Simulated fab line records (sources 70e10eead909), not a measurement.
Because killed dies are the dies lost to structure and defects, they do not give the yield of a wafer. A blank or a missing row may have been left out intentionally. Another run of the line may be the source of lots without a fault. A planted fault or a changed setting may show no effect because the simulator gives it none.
Commonality check across tools :: flow nand-harc :: 12 lots and 36 wafers in the sample

REASON FOR OPENING
On 3 of the 12 lots, a flag is raised at NHARC_P_GATE_CD_MEAS_26 on the reading cd-nm. Wafers without a fault read 119.7 nm, standard deviation 0.59.
Rule: a lot is flagged in two cases, either no wafer of it has a number, or all its wafers with numbers fall more than 4 standard deviations from that mean. The rest of the lots are taken to be sound.

lot: L270
measured: day 4 16:35
on: cd-sem-01
cd-nm (nm), wafer by wafer: 120.8 120.4 120.5
flag: 

lot: L273
measured: day 5 06:32
on: cd-sem-01
cd-nm (nm), wafer by wafer: 118.6 119.2 119.3
flag: 

lot: L272
measured: day 5 06:41
on: cd-sem-02
cd-nm (nm), wafer by wafer: 119.1 119.2 119.3
flag: 

lot: L274
measured: day 5 17:11
on: cd-sem-01
cd-nm (nm), wafer by wafer: 119.7 119.5 120.0
flag: 

lot: L278
measured: day 6 18:51
on: cd-sem-02
cd-nm (nm), wafer by wafer: 118.8 119.0 119.2
flag: 

lot: L284
measured: day 7 22:16
on: cd-sem-01
cd-nm (nm), wafer by wafer: 107.3 107.8 106.9
flag: FLAGGED

lot: L281
measured: day 7 22:56
on: cd-sem-02
cd-nm (nm), wafer by wafer: 106.7 107.4 107.8
flag: FLAGGED

lot: L283
measured: day 7 23:11
on: cd-sem-01
cd-nm (nm), wafer by wafer: 120.8 119.8 120.3
flag: 

lot: L286
measured: day 8 11:49
on: cd-sem-01
cd-nm (nm), wafer by wafer: 107.7 107.8 107.2
flag: FLAGGED

lot: L288
measured: day 9 00:56
on: cd-sem-01
cd-nm (nm), wafer by wafer: 119.3 119.6 119.4
flag: 

lot: L287
measured: day 9 01:14
on: cd-sem-03
cd-nm (nm), wafer by wafer: 119.0 119.4 119.5
flag: 

lot: L290
measured: day 9 14:25
on: cd-sem-03
cd-nm (nm), wafer by wafer: 119.7 119.5 119.9
flag: 
The mean of the flagged lots' numbers is 107.4 nm, -12.3 nm from the usual (-21 standard deviations).

WHICH TOOL RAN EACH LOT
Before the reading, the record contains 2 process steps out of a 1159-step route. Cell contents, in order: the tool; ch with the chambers the sampled wafers went through; the start.
lot: L270
flag: 
NHARC_P_STI_ETCH_31: rie-diel-10 ch 1,2,3, day 4 16:31 or earlier
NHARC_P_GATE_PEB_24: litho-track-04 ch 0, day 4 16:31

lot: L273
flag: 
NHARC_P_STI_ETCH_31: rie-diel-01 ch 1,2,3, day 5 06:28 or earlier
NHARC_P_GATE_PEB_24: litho-track-06 ch 0, day 5 06:28

lot: L272
flag: 
NHARC_P_STI_ETCH_31: rie-diel-01 ch 0,2,3, day 5 06:37 or earlier
NHARC_P_GATE_PEB_24: litho-track-06 ch 0, day 5 06:37

lot: L274
flag: 
NHARC_P_STI_ETCH_31: rie-diel-06 ch 0,1,2, day 5 17:07 or earlier
NHARC_P_GATE_PEB_24: litho-track-06 ch 0, day 5 17:07

lot: L278
flag: 
NHARC_P_STI_ETCH_31: rie-diel-01 ch 1,2,3, day 6 18:46 or earlier
NHARC_P_GATE_PEB_24: litho-track-06 ch 0, day 6 18:46

lot: L284
flag: FLAGGED
NHARC_P_STI_ETCH_31: rie-diel-10 ch 0,2, day 7 22:11 or earlier
NHARC_P_GATE_PEB_24: litho-track-06 ch 0, day 7 22:11

lot: L281
flag: FLAGGED
NHARC_P_STI_ETCH_31: rie-diel-06 ch 1,3, day 7 22:51 or earlier
NHARC_P_GATE_PEB_24: litho-track-06 ch 0, day 7 22:51

lot: L283
flag: 
NHARC_P_STI_ETCH_31: rie-diel-06 ch 0,2,3, day 7 23:07 or earlier
NHARC_P_GATE_PEB_24: litho-track-04 ch 0, day 7 23:07

lot: L286
flag: FLAGGED
NHARC_P_STI_ETCH_31: rie-diel-01 ch 0,1,2, day 8 11:44 or earlier
NHARC_P_GATE_PEB_24: litho-track-06 ch 0, day 8 11:44

lot: L288
flag: 
NHARC_P_STI_ETCH_31: rie-diel-10 ch 0,2, day 9 00:51 or earlier
NHARC_P_GATE_PEB_24: litho-track-04 ch 0, day 9 00:51

lot: L287
flag: 
NHARC_P_STI_ETCH_31: rie-diel-06 ch 0,1, day 9 01:09 or earlier
NHARC_P_GATE_PEB_24: litho-track-01 ch 0, day 9 01:09

lot: L290
flag: 
NHARC_P_STI_ETCH_31: rie-diel-06 ch 0,1,3, day 9 14:20 or earlier
NHARC_P_GATE_PEB_24: litho-track-04 ch 0, day 9 14:20
What is done by these steps:
- NHARC_P_STI_ETCH_31: etches the open film in CF4/CHF3, target depth 108.9 nm, time 54.5 s.
- NHARC_P_GATE_PEB_24: peb time 65 s.
- NHARC_P_GATE_CD_MEAS_26: target cd 120 nm.

FLAGGED AGAINST TOTAL, ONE TOOL AT A TIME (gauges that did the reading follow at the end)
step: NHARC_P_STI_ETCH_31
tool: rie-diel-01
lots run: 4
flagged: 1
share of the flagged lots: some
sound lots run after its first flagged lot: 0

step: NHARC_P_STI_ETCH_31
tool: rie-diel-06
lots run: 5
flagged: 1
share of the flagged lots: some
sound lots run after its first flagged lot: 3 (L283,L287,L290)

step: NHARC_P_STI_ETCH_31
tool: rie-diel-10
lots run: 3
flagged: 1
share of the flagged lots: some
sound lots run after its first flagged lot: 1 (L288)

step: NHARC_P_GATE_PEB_24
tool: litho-track-01
lots run: 1
flagged: 0
share of the flagged lots: none
sound lots run after its first flagged lot: -

step: NHARC_P_GATE_PEB_24
tool: litho-track-04
lots run: 4
flagged: 0
share of the flagged lots: none
sound lots run after its first flagged lot: -

step: NHARC_P_GATE_PEB_24
tool: litho-track-06
lots run: 7
flagged: 3
share of the flagged lots: all
sound lots run after its first flagged lot: 0

step: NHARC_P_GATE_CD_MEAS_26
tool: cd-sem-01
lots run: 7
flagged: 2
share of the flagged lots: some
sound lots run after its first flagged lot: 2 (L283,L288)

step: NHARC_P_GATE_CD_MEAS_26
tool: cd-sem-02
lots run: 3
flagged: 1
share of the flagged lots: some
sound lots run after its first flagged lot: 0

step: NHARC_P_GATE_CD_MEAS_26
tool: cd-sem-03
lots run: 2
flagged: 0
share of the flagged lots: none
sound lots run after its first flagged lot: -
With no start given for some of its lots, NHARC_P_STI_ETCH_31 uses the hours and lot order of NHARC_P_GATE_PEB_24.

WHAT THE TABLE PERMITS
Rows of the table that ran each flagged lot: 1, that is litho-track-06 at NHARC_P_GATE_PEB_24.
- litho-track-06 at NHARC_P_GATE_PEB_24: 3 of its 7 lots flagged. A fault beginning between L278 (day 6 18:46), its last sound lot, and L284 (day 7 22:11), its first flagged one, fits the data.
What remains is a single tool, litho-track-06 at NHARC_P_GATE_PEB_24.

WHAT THE SIMULATOR HAD INSERTED
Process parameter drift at NHARC_P_GATE_PEB_24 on litho-track-06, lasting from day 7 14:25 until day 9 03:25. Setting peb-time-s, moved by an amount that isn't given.
Shown lots that were struck: L284, L281, L286. The same result came from the rule above.
